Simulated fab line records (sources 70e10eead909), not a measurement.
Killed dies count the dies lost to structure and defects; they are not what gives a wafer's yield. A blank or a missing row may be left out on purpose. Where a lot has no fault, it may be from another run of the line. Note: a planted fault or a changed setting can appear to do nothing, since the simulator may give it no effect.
What tool caused it? :: flow nand-harc :: 13 lots, 39 wafers sampled, at 5 steps of a route of 1159

## WHAT THE GAUGES SHOWED, per wafer
NHARC_THIN_TSV_CD_MEAS_37. Usual: 5000.2 nm for cd-nm, sd 1.9.
lot: L986
measured: day 18 22:41
on: cd-sem-01
cd-nm (nm): 4997.6 4997.2 4999.3
flag: 

lot: L987
measured: day 19 00:20
on: cd-sem-03
cd-nm (nm): 4997.9 4998.5 4999.9
flag: 

lot: L991
measured: day 20 07:20
on: cd-sem-01
cd-nm (nm): 5001.6 5000.5 5002.0
flag: 

lot: L992
measured: day 20 22:50
on: cd-sem-03
cd-nm (nm): 5003.0 5002.8 5002.7
flag: 

lot: L994
measured: day 21 04:50
on: cd-sem-03
cd-nm (nm): 4998.9 4998.5 4999.5
flag: 

lot: L995
measured: day 21 05:11
on: cd-sem-01
cd-nm (nm): 4999.8 4996.8 5000.1
flag: 

lot: L997
measured: day 21 12:02
on: cd-sem-02
cd-nm (nm): 4999.1 4997.6 4999.9
flag: 

lot: L101
measured: day 22 09:51
on: cd-sem-02
cd-nm (nm): 5006.0 5000.7 5002.2
flag: 

lot: L102
measured: day 22 22:14
on: cd-sem-03
cd-nm (nm): 5002.1 5001.1 5002.1
flag: 

lot: L105
measured: day 24 03:19
on: cd-sem-03
cd-nm (nm): 4996.7 4994.6 4996.0
flag: 

lot: L104
measured: day 24 04:17
on: cd-sem-02
cd-nm (nm): 5001.5 5001.7 5003.2
flag: 

lot: L107
measured: day 24 12:03
on: cd-sem-02
cd-nm (nm): 4998.3 4998.1 4998.5
flag: 

lot: L109
measured: day 24 12:20
on: cd-sem-03
cd-nm (nm): 4998.5 4996.7 4997.2
flag: 

NHARC_END_SORT_01. Usual: killed-at-array 29, standard deviation 11; killed-at-other 0.6, standard deviation 0.92; killed-at-periphery 3.2, standard deviation 2; killed-dies 33, standard deviation 11; killed-open 3.2, standard deviation 2; killed-short 1.9, standard deviation 1.5.
lot: L101
measured: day 22 17:50
on: prober-02
killed-at-array: 51 60
killed-at-other: 0 0
killed-at-periphery: 4 4
killed-dies: 55 64
killed-open: 5 5
killed-short: 3 4
flag: 

## WHAT TOOL EACH LOT RAN ON (gives the tool, then ch and the chambers of the sampled wafers, and finally the start)
lot: L986
NHARC_THIN_TSV_DEP_43: pecvd-02 ch 1,2, day 18 14:31
NHARC_THIN_TSV_ETCH_59: rie-metal-03 ch 0,1, day 18 21:35
NHARC_THIN_TSV_STRIP_56: plasma-asher-02 ch 0, day 18 21:54

lot: L987
NHARC_THIN_TSV_DEP_43: pecvd-03 ch 0,1,2, day 18 15:43
NHARC_THIN_TSV_ETCH_59: rie-metal-01 ch 1, day 18 23:10
NHARC_THIN_TSV_STRIP_56: plasma-asher-01 ch 0,1, day 18 23:35

lot: L991
NHARC_THIN_TSV_DEP_43: pecvd-02 ch 0,1,2, day 19 21:46
NHARC_THIN_TSV_ETCH_59: rie-metal-03 ch 0,1, day 20 06:11
NHARC_THIN_TSV_STRIP_56: plasma-asher-02 ch 0,1, day 20 06:33

lot: L992
NHARC_THIN_TSV_DEP_43: pecvd-01 ch 1,2, day 20 12:55
NHARC_THIN_TSV_ETCH_59: rie-metal-02 ch 0,1, day 20 19:59
NHARC_THIN_TSV_STRIP_56: plasma-asher-02 ch 0,1, day 20 22:06

lot: L994
NHARC_THIN_TSV_DEP_43: pecvd-02 ch 0,1, day 20 18:50
NHARC_THIN_TSV_ETCH_59: rie-metal-01 ch 0,1, day 21 03:40
NHARC_THIN_TSV_STRIP_56: plasma-asher-02 ch 0,1, day 21 04:03

lot: L995
NHARC_THIN_TSV_DEP_43: pecvd-02 ch 0,2, day 20 19:59
NHARC_THIN_TSV_ETCH_59: rie-metal-02 ch 0,1, day 21 04:02
NHARC_THIN_TSV_STRIP_56: plasma-asher-01 ch 0,1, day 21 04:25

lot: L997
NHARC_THIN_TSV_DEP_43: pecvd-02 ch 0,1,2, day 21 03:45
NHARC_THIN_TSV_ETCH_59: rie-metal-02 ch 0, day 21 10:56
NHARC_THIN_TSV_STRIP_56: plasma-asher-01 ch 0,1, day 21 11:15

lot: L101
NHARC_THIN_TSV_DEP_43: pecvd-01 ch 0,2, day 22 00:47
NHARC_THIN_TSV_ETCH_59: rie-metal-02 ch 0,1, day 22 08:03
NHARC_THIN_TSV_STRIP_56: plasma-asher-02 ch 0,1, day 22 09:09

lot: L102
NHARC_THIN_TSV_DEP_43: pecvd-03 ch 0,1,2, day 22 13:34
NHARC_THIN_TSV_ETCH_59: rie-metal-02 ch 0,1, day 22 21:06
NHARC_THIN_TSV_STRIP_56: plasma-asher-02 ch 0,1, day 22 21:27

lot: L105
NHARC_THIN_TSV_DEP_43: pecvd-01 ch 0,1,2, day 23 08:04
NHARC_THIN_TSV_ETCH_59: rie-metal-03 ch 0,1, day 24 00:48
NHARC_THIN_TSV_STRIP_56: plasma-asher-02 ch 0,1, day 24 02:31

lot: L104
NHARC_THIN_TSV_DEP_43: pecvd-01 ch 0,1,2, day 23 16:44
NHARC_THIN_TSV_ETCH_59: rie-metal-03 ch 0,1, day 24 02:21
NHARC_THIN_TSV_STRIP_56: plasma-asher-02 ch 0,1, day 24 03:29

lot: L107
NHARC_THIN_TSV_DEP_43: pecvd-03 ch 0,1,2, day 24 02:13
NHARC_THIN_TSV_ETCH_59: rie-metal-01 ch 0,1, day 24 10:07
NHARC_THIN_TSV_STRIP_56: plasma-asher-02 ch 0,1, day 24 11:19

lot: L109
NHARC_THIN_TSV_DEP_43: pecvd-03 ch 0,1,2, day 24 03:26
NHARC_THIN_TSV_ETCH_59: rie-metal-01 ch 0,1, day 24 10:48
NHARC_THIN_TSV_STRIP_56: plasma-asher-02 ch 0,1, day 24 11:35
- NHARC_THIN_TSV_DEP_43: deposits SiO2, target thk 1328.5 nm.
- NHARC_THIN_TSV_ETCH_59: etches the open film in Cl2/BCl3, target depth 880 nm, time 138.1 s.
- NHARC_THIN_TSV_STRIP_56: strips in O2.

## AS READ BY THE TOOLS THEMSELVES (means over the sampled wafers that have a number; for cases with no such wafer, the mark the record gives instead)
NHARC_THIN_TSV_DEP_43. Usual: rf-fwd-power-W 898.3 W, standard deviation 2.8; throttle-valve-pct 16.2 %, standard deviation 0.41.
lot: L986
tool: pecvd-02
rf-fwd-power-W (W): 896.7
throttle-valve-pct (%): 16.4
flag: 

lot: L987
tool: pecvd-03
rf-fwd-power-W (W): 897.1
throttle-valve-pct (%): 16.2
flag: 

lot: L991
tool: pecvd-02
rf-fwd-power-W (W): 898.7
throttle-valve-pct (%): 16.4
flag: 

lot: L992
tool: pecvd-01
rf-fwd-power-W (W): 899.0
throttle-valve-pct (%): 15.8
flag: 

lot: L994
tool: pecvd-02
rf-fwd-power-W (W): 896.7
throttle-valve-pct (%): 16.0
flag: 

lot: L995
tool: pecvd-02
rf-fwd-power-W (W): 899.8
throttle-valve-pct (%): 16.4
flag: 

lot: L997
tool: pecvd-02
rf-fwd-power-W (W): 899.4
throttle-valve-pct (%): 16.5
flag: 

lot: L101
tool: pecvd-01
rf-fwd-power-W (W): 899.3
throttle-valve-pct (%): 16.3
flag: 

lot: L102
tool: pecvd-03
rf-fwd-power-W (W): 896.8
throttle-valve-pct (%): 16.1
flag: 

lot: L105
tool: pecvd-01
rf-fwd-power-W (W): 898.5
throttle-valve-pct (%): 16.0
flag: 

lot: L104
tool: pecvd-01
rf-fwd-power-W (W): 901.9
throttle-valve-pct (%): 16.1
flag: 

lot: L107
tool: pecvd-03
rf-fwd-power-W (W): 896.4
throttle-valve-pct (%): 16.3
flag: 

lot: L109
tool: pecvd-03
rf-fwd-power-W (W): 897.9
throttle-valve-pct (%): 16.4
flag: 

NHARC_THIN_TSV_ETCH_59. Usual: drypump-motor-current-A 6.34 A, standard deviation 0.29; he-backside-leak-sccm 3.5 sccm, standard deviation 0.43; oes-product-au 1.003 a.u., standard deviation 0.0086; rf-fwd-power-W 896 W, standard deviation 3; run-length-s 159.4 s, standard deviation 0.48; throttle-valve-pct 22.264 %, standard deviation 0.0088.
lot: L986
tool: rie-metal-03
drypump-motor-current-A (A): 6.36
he-backside-leak-sccm (sccm): 3.6
oes-product-au (a.u.): 1.010
rf-fwd-power-W (W): 896
run-length-s (s): 159.1
throttle-valve-pct (%): 22.263
flag: 

lot: L987
tool: rie-metal-01
drypump-motor-current-A (A): 6.39
he-backside-leak-sccm (sccm): 3.5
oes-product-au (a.u.): 1.003
rf-fwd-power-W (W): 899
run-length-s (s): 160.3
throttle-valve-pct (%): 22.265
flag: 

lot: L991
tool: rie-metal-03
drypump-motor-current-A (A): 6.30
he-backside-leak-sccm (sccm): 3.5
oes-product-au (a.u.): 1.001
rf-fwd-power-W (W): 894
run-length-s (s): 159.4
throttle-valve-pct (%): 22.262
flag: 

lot: L992
tool: rie-metal-02
drypump-motor-current-A (A): 6.00
he-backside-leak-sccm (sccm): 3.4
oes-product-au (a.u.): 0.999
rf-fwd-power-W (W): 900
run-length-s (s): 159.4
throttle-valve-pct (%): 22.267
flag: 

lot: L994
tool: rie-metal-01
drypump-motor-current-A (A): 6.57
he-backside-leak-sccm (sccm): 3.1
oes-product-au (a.u.): 1.007
rf-fwd-power-W (W): 896
run-length-s (s): 159.7
throttle-valve-pct (%): 22.263
flag: 

lot: L995
tool: rie-metal-02
drypump-motor-current-A (A): 5.97
he-backside-leak-sccm (sccm): 3.3
oes-product-au (a.u.): 0.989
rf-fwd-power-W (W): 895
run-length-s (s): 159.2
throttle-valve-pct (%): 22.262
flag: 

lot: L997
tool: rie-metal-02
drypump-motor-current-A (A): 6.54
he-backside-leak-sccm (sccm): 3.1
oes-product-au (a.u.): 0.989
rf-fwd-power-W (W): 899
run-length-s (s): 159.6
throttle-valve-pct (%): 22.270
flag: 

lot: L101
tool: rie-metal-02
drypump-motor-current-A (A): 6.27
he-backside-leak-sccm (sccm): 3.2
oes-product-au (a.u.): 0.997
rf-fwd-power-W (W): 897
run-length-s (s): 173.2
throttle-valve-pct (%): 22.268
flag: OFF

lot: L102
tool: rie-metal-02
drypump-motor-current-A (A): 6.25
he-backside-leak-sccm (sccm): 3.3
oes-product-au (a.u.): 1.003
rf-fwd-power-W (W): 898
run-length-s (s): 172.8
throttle-valve-pct (%): 22.261
flag: OFF

lot: L105
tool: rie-metal-03
drypump-motor-current-A (A): 6.30
he-backside-leak-sccm (sccm): 3.6
oes-product-au (a.u.): 1.004
rf-fwd-power-W (W): 897
run-length-s (s): 159.6
throttle-valve-pct (%): 22.270
flag: 

lot: L104
tool: rie-metal-03
drypump-motor-current-A (A): 6.27
he-backside-leak-sccm (sccm): 3.7
oes-product-au (a.u.): 1.009
rf-fwd-power-W (W): 895
run-length-s (s): 159.2
throttle-valve-pct (%): 22.264
flag: 

lot: L107
tool: rie-metal-01
drypump-motor-current-A (A): 6.56
he-backside-leak-sccm (sccm): 3.5
oes-product-au (a.u.): 1.011
rf-fwd-power-W (W): 894
run-length-s (s): 159.4
throttle-valve-pct (%): 22.266
flag: 

lot: L109
tool: rie-metal-01
drypump-motor-current-A (A): 6.56
he-backside-leak-sccm (sccm): 3.4
oes-product-au (a.u.): 1.007
rf-fwd-power-W (W): 894
run-length-s (s): 159.4
throttle-valve-pct (%): 22.259
flag: 

NHARC_THIN_TSV_STRIP_56. Usual: drypump-motor-current-A 5.4 A, standard deviation 0.38; heater-power-w 314 W, standard deviation 15.
lot: L986
tool: plasma-asher-02
drypump-motor-current-A (A): 5.9
heater-power-w (W): 330
flag: 

lot: L987
tool: plasma-asher-01
drypump-motor-current-A (A): 5.3
heater-power-w (W): 307
flag: 

lot: L991
tool: plasma-asher-02
drypump-motor-current-A (A): 5.6
heater-power-w (W): 317
flag: 

lot: L992
tool: plasma-asher-02
drypump-motor-current-A (A): 5.6
heater-power-w (W): 320
flag: 

lot: L994
tool: plasma-asher-02
drypump-motor-current-A (A): 5.6
heater-power-w (W): 320
flag: 

lot: L995
tool: plasma-asher-01
drypump-motor-current-A (A): 5.1
heater-power-w (W): 308
flag: 

lot: L997
tool: plasma-asher-01
drypump-motor-current-A (A): 5.4
heater-power-w (W): 310
flag: 

lot: L101
tool: plasma-asher-02
drypump-motor-current-A (A): 5.6
heater-power-w (W): 318
flag: 

lot: L102
tool: plasma-asher-02
drypump-motor-current-A (A): 5.6
heater-power-w (W): 326
flag: 

lot: L105
tool: plasma-asher-02
drypump-motor-current-A (A): 5.3
heater-power-w (W): 315
flag: 

lot: L104
tool: plasma-asher-02
drypump-motor-current-A (A): 5.6
heater-power-w (W): 323
flag: 

lot: L107
tool: plasma-asher-02
drypump-motor-current-A (A): 5.3
heater-power-w (W): 314
flag: 

lot: L109
tool: plasma-asher-02
drypump-motor-current-A (A): 5.3
heater-power-w (W): 318
flag: 

## THE ANSWER, worked out from the rows above alone
Rule: a lot is off if the mean of its wafers that have a number lies more than 3 standard deviations from the usual mean. A lot without any number at a reading at which 4 lots or more have one is off too. Any other lot the step has rows for is counted as sound. The gauges are gone through in route order, then the tools' own readings, and for those a lot's mean is taken as printed above. The first step at which some lot is off is used, and at that step the reading that is off furthest; a lot without a number counts as furthest.
Off at NHARC_THIN_TSV_ETCH_59 (run-length-s): L101, L102.
If a tool, at that step or one of the process steps before it, ran each lot that is off and ran no sound lot following the first of them, it fits. One candidate fits, namely rie-metal-02 at NHARC_THIN_TSV_ETCH_59. Its last sound lot is L997 (day 21 10:56), its first lot that is off L101 (day 22 08:03): a fault that began between those two fits.
The tool's own readings at NHARC_THIN_TSV_ETCH_59 bear it out: on the lots that are off they differ by more than 5 times the standard deviation of the sound lots' means. run-length-s reads 173.0 s there against 159.5 s on the sound lots.

## WHAT THE SIMULATOR PUT IN
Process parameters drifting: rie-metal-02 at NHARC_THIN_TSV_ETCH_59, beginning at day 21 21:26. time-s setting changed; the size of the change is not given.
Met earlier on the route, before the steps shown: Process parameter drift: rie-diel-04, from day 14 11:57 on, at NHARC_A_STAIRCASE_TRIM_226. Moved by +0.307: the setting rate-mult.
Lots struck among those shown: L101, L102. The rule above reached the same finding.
